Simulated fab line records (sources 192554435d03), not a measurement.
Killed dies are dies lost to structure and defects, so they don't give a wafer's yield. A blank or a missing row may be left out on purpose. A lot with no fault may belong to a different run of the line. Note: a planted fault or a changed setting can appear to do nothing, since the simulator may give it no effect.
Which tool was responsible?    flow n5_finfet    11 lots with 29 wafers sampled at 6 steps, on a route of 1938 steps

WHAT THE GAUGES READ, wafer by wafer
N5_BEOL_M0_SAQP_CD_MEAS_14: target cd 42.5 nm.
lot   measured      on         cd_nm (nm)
L743  day 5 18:54   cd_sem-03  43.0 42.4 42.6
L746  day 6 11:19   cd_sem-03  42.1 42.5
L748  day 6 23:39   cd_sem-03  41.9 42.2
L749  day 7 05:46   cd_sem-01  42.5 42.5
L751  day 7 14:22   cd_sem-03  41.8 41.4
L752  day 7 21:23   cd_sem-01  41.7 41.7 41.4
L758  day 9 09:28   cd_sem-01  39.1 39.3 39.4
L759  day 9 14:08   cd_sem-01  41.0 40.6 40.4
L763  day 10 16:23  cd_sem-03  42.4 42.4 42.5
L764  day 10 22:57  cd_sem-02  42.0 42.6 42.8
L765  day 11 06:35  cd_sem-03  42.2 42.5 41.5

N5_BEOL_M4_RC_MEAS_101.
lot   measured      on         DIBL_N (mV/V)   DIBL_P (mV/V)   IOFF_N (nA/um)  IOFF_P (nA/um)  ION_N (uA/um)  ION_P (uA/um)  SS_N (mV/dec)   SS_P (mV/dec)   VT_N (mV)    VT_P (mV)
L743  day 8 01:23   prober-02  35.0 31.5 34.7  35.2 31.6 35.5  0.15 0.10 0.14  0.16 0.12 0.16  683 661 668    458 449 456    72.3 70.8 71.4  72.4 71.6 72.9  252 259 252  -255 -261 -256
L746  day 8 16:07   prober-01  33.6 33.5       33.5 33.5       0.14 0.15       0.19 0.19       665 677        457 464        70.7 71.2       72.8 73.3       250 249      -251 -249
L748  day 9 01:42   prober-02  36.6 34.7       37.3 34.8       0.16 0.13       0.23 0.19       659 662        465 457        71.3 70.4       73.2 72.6       249 254      -249 -251
L749  day 9 08:53   prober-02  36.5 36.1       36.3 36.6       0.15 0.15       0.19 0.20       666 663        454 454        71.7 72.0       73.6 73.5       250 250      -254 -251
L751  day 10 02:53  prober-01  37.1 35.8       36.2 35.0       0.19 0.17       0.24 0.23       695 701        478 485        71.9 71.5       72.7 73.0       241 244      -245 -247
L752  day 10 05:46  prober-01  36.5 36.0 36.5  35.0 36.1 35.3  0.15 0.15 0.16  0.19 0.20 0.19  648 683 658    445 468 447    72.1 71.6 71.5  73.2 72.8 73.2  252 249 249  -253 -253 -251
L758  day 11 23:18  prober-02  37.0 29.9 36.2  35.8 26.3 34.4  0.16 0.08 0.14  0.21 0.11 0.19  688 658 670    469 453 457    72.1 68.8 71.8  74.6 71.2 73.5  249 255 251  -250 -257 -250
L759  day 12 02:20  prober-02  35.5 35.6 37.0  37.5 37.1 38.7  0.16 0.15 0.18  0.23 0.23 0.23  687 672 684    473 467 469    71.1 71.1 71.7  72.7 73.4 73.9  245 249 246  -248 -247 -248
L763  day 12 22:08  prober-01  33.6 33.4 35.7  33.4 34.0 36.4  0.13 0.12 0.15  0.21 0.21 0.25  656 667 667    457 469 461    71.0 70.7 72.1  73.3 72.3 74.2  249 253 248  -245 -245 -247
L764  day 13 07:47  prober-02  38.9 36.5 37.4  38.7 34.8 36.9  0.20 0.15 0.17  0.23 0.17 0.20  689 670 668    460 447 459    71.7 71.3 72.0  74.6 73.3 73.7  243 250 247  -252 -254 -252
L765  day 13 22:50  prober-02  34.9 34.4 34.5  36.5 35.7 35.4  0.16 0.15 0.14  0.20 0.19 0.18  684 678 664    467 459 456    71.0 71.3 71.2  72.7 72.7 72.9  248 251 250  -249 -254 -253

WHICH TOOL RAN EACH LOT (tool, then ch and the chambers of the sampled wafers, then the start)
lot   N5_BEOL_M0_SAQP_PECVD_04         N5_BEOL_M0_SAQP_HM_DEP_111       N5_BEOL_M0_SAQP_EXPOSE_11           N5_BEOL_M0_SAQP_HM_OPEN_112
L743  pecvd-02 ch 0,1,2, day 5 18:21   pecvd-02 ch 0,1,2, day 5 18:28   arfi_scanner-03 ch 0, day 5 18:47   rie_diel-03 ch 0,1, day 5 19:11
L746  pecvd-02 ch 1,2, day 6 10:44     pecvd-03 ch 0,1, day 6 10:52     arfi_scanner-03 ch 0, day 6 11:12   rie_diel-06 ch 1,3, day 6 11:36
L748  pecvd-03 ch 0,1, day 6 23:12     pecvd-02 ch 0,1, day 6 23:20     arfi_scanner-01 ch 0, day 6 23:32   rie_diel-06 ch 0,2, day 6 23:56
L749  pecvd-02 ch 2, day 7 05:19       pecvd-01 ch 1, day 7 05:27       arfi_scanner-01 ch 0, day 7 05:39   rie_diel-06 ch 0,3, day 7 06:03
L751  pecvd-01 ch 0,2, day 7 13:48     pecvd-03 ch 1,2, day 7 13:56     arfi_scanner-02 ch 0, day 7 14:15   rie_diel-03 ch 0,1, day 7 14:40
L752  pecvd-03 ch 0,1,2, day 7 20:56   pecvd-01 ch 1,2, day 7 21:04     arfi_scanner-02 ch 0, day 7 21:16   rie_diel-06 ch 1,2,3, day 7 21:52
L758  pecvd-02 ch 0,1, day 9 08:53     pecvd-02 ch 0,2, day 9 09:01     arfi_scanner-02 ch 0, day 9 09:20   rie_diel-02 ch 0,1,2, day 9 10:05
L759  pecvd-03 ch 0,2, day 9 13:40     pecvd-02 ch 0,1, day 9 13:48     arfi_scanner-02 ch 0, day 9 14:01   rie_diel-02 ch 1,2, day 9 14:25
L763  pecvd-01 ch 0,1, day 10 15:48    pecvd-03 ch 0,1,2, day 10 15:56  arfi_scanner-03 ch 0, day 10 16:16  rie_diel-06 ch 0,1,2, day 10 16:40
L764  pecvd-03 ch 1,2, day 10 22:22    pecvd-01 ch 0,1,2, day 10 22:32  arfi_scanner-01 ch 0, day 10 22:50  rie_diel-06 ch 1,2, day 10 23:14
L765  pecvd-03 ch 0,1,2, day 11 06:08  pecvd-01 ch 0,1,2, day 11 06:16  arfi_scanner-01 ch 0, day 11 06:28  rie_diel-06 ch 0,1, day 11 06:52
- N5_BEOL_M0_SAQP_PECVD_04: deposits a-Si from SiH4/He, target thk 60 nm, time 60.2 s.
- N5_BEOL_M0_SAQP_HM_DEP_111: deposits SiO2 from SiH4/N2O, target thk 12 nm, time 7.2 s.
- N5_BEOL_M0_SAQP_EXPOSE_11: exposes mask M0 CORE, target cd 42 nm.
- N5_BEOL_M0_SAQP_HM_OPEN_112: chemistry CHF3/O2, target SiO2, stops on a-Si, target depth 12 nm, time 13.5 s.

AS READ BY THE TOOLS THEMSELVES (means over the sampled wafers that have a number; for cases with no such wafer, the mark the record gives instead)
N5_BEOL_M0_SAQP_PECVD_04.
lot   tool      heater_power_w (W)  showerhead_plenum_p_Torr (Torr)  susceptor_temp_C (C)  throttle_valve_pct (%)
L743  pecvd-02  644                 5.64                             350.05                18.6
L746  pecvd-02  594                 5.61                             350.13                18.7
L748  pecvd-03  637                 5.65                             350.14                19.3
L749  pecvd-02  540                 5.62                             350.21                18.8
L751  pecvd-01  586                 5.67                             350.06                18.7
L752  pecvd-03  606                 5.66                             349.91                18.6
L758  pecvd-02  664                 5.68                             349.91                18.6
L759  pecvd-03  569                 5.68                             350.23                18.5
L763  pecvd-01  648                 5.68                             350.15                19.3
L764  pecvd-03  576                 5.64                             350.07                18.0
L765  pecvd-03  552                 5.66                             350.05                19.0

N5_BEOL_M0_SAQP_HM_DEP_111.
lot   tool      heater_power_w (W)  showerhead_plenum_p_Torr (Torr)  susceptor_temp_C (C)
L743  pecvd-02  754                 8.09                             399.80
L746  pecvd-03  713                 8.11                             399.94
L748  pecvd-02  899                 8.12                             399.94
L749  pecvd-01  760                 8.14                             399.90
L751  pecvd-03  766                 8.04                             400.19
L752  pecvd-01  738                 8.15                             399.88
L758  pecvd-02  857                 8.15                             400.00
L759  pecvd-02  824                 8.11                             400.40
L763  pecvd-03  712                 8.13                             400.40
L764  pecvd-01  747                 8.17                             399.94
L765  pecvd-01  783                 8.16                             400.05

N5_BEOL_M0_SAQP_EXPOSE_11.
lot   tool             exposure_dose_mJ_cm2  focus_offset_nm (nm)
L743  arfi_scanner-03  54.99                 0.3
L746  arfi_scanner-03  54.91                 -0.2
L748  arfi_scanner-01  55.00                 0.4
L749  arfi_scanner-01  54.90                 -0.8
L751  arfi_scanner-02  54.95                 0.0
L752  arfi_scanner-02  54.92                 -0.3
L758  arfi_scanner-02  59.41                 0.4
L759  arfi_scanner-02  58.49                 0.4
L763  arfi_scanner-03  54.97                 0.4
L764  arfi_scanner-01  54.94                 0.1
L765  arfi_scanner-01  54.93                 -0.0

N5_BEOL_M0_SAQP_HM_OPEN_112.
lot   tool         O2_flow_sccm (sccm)  drypump_motor_current_A (A)  oes_o_777_au (a.u.)  oes_product_au (a.u.)  rf_vpp_V (V)  showerhead_plenum_p_Torr (Torr)  throttle_valve_pct (%)
L743  rie_diel-03  4.990                5.4                          0.86                 0.57                   510           2.55                             18.60
L746  rie_diel-06  4.992                5.1                          0.83                 0.54                   513           2.48                             18.76
L748  rie_diel-06  5.014                5.5                          0.71                 0.47                   522           2.34                             19.22
L749  rie_diel-06  4.990                5.5                          0.78                 0.51                   523           2.34                             18.98
L751  rie_diel-03  4.996                5.5                          0.80                 0.53                   509           2.53                             18.66
L752  rie_diel-06  5.009                4.9                          0.77                 0.51                   513           2.45                             18.93
L758  rie_diel-02  5.015                5.6                          0.76                 0.50                   509           2.32                             19.08
L759  rie_diel-02  5.011                5.6                          0.80                 0.52                   504           2.35                             18.95
L763  rie_diel-06  4.988                5.4                          0.72                 0.48                   517           2.40                             19.10
L764  rie_diel-06  4.997                5.2                          0.75                 0.49                   511           2.49                             18.95
L765  rie_diel-06  5.013                5.7                          0.76                 0.49                   518           2.45                             18.95

THE ANSWER, worked out from the rows above alone
Rule: the lots themselves supply what counts as usual. Put in order of their means at a reading, lots are off if they are a third of the lots or fewer, leave a main group of 4 or more, and stand apart from it by a gap of 3 or more times the standard deviation of the main group's means; of several such gaps the widest counts. The tables above print the reading to a certain number of digits; a main group whose means all agree to those digits is not used. A lot without any number at a reading at which 4 lots or more have one is off too. All remaining lots with rows at the step are treated as sound. First the gauges in route order, then the tools' own readings, where a lot's mean is used as printed above. The first step at which some lot is off is used, and at that step the reading that is off furthest; a lot without a number counts as furthest.
Off: L758, L759, at N5_BEOL_M0_SAQP_EXPOSE_11 (exposure_dose_mJ_cm2). Mean 54.95 and standard deviation 0.033 in the main group.
If a tool, at that step or one of the process steps before it, ran each lot that is off and ran no sound lot following the first of them, it fits. 2 tools fit, pecvd-02 at N5_BEOL_M0_SAQP_HM_DEP_111 and arfi_scanner-02 at N5_BEOL_M0_SAQP_EXPOSE_11, so this cannot tell which one it is.

WHAT THE SIMULATOR PUT IN
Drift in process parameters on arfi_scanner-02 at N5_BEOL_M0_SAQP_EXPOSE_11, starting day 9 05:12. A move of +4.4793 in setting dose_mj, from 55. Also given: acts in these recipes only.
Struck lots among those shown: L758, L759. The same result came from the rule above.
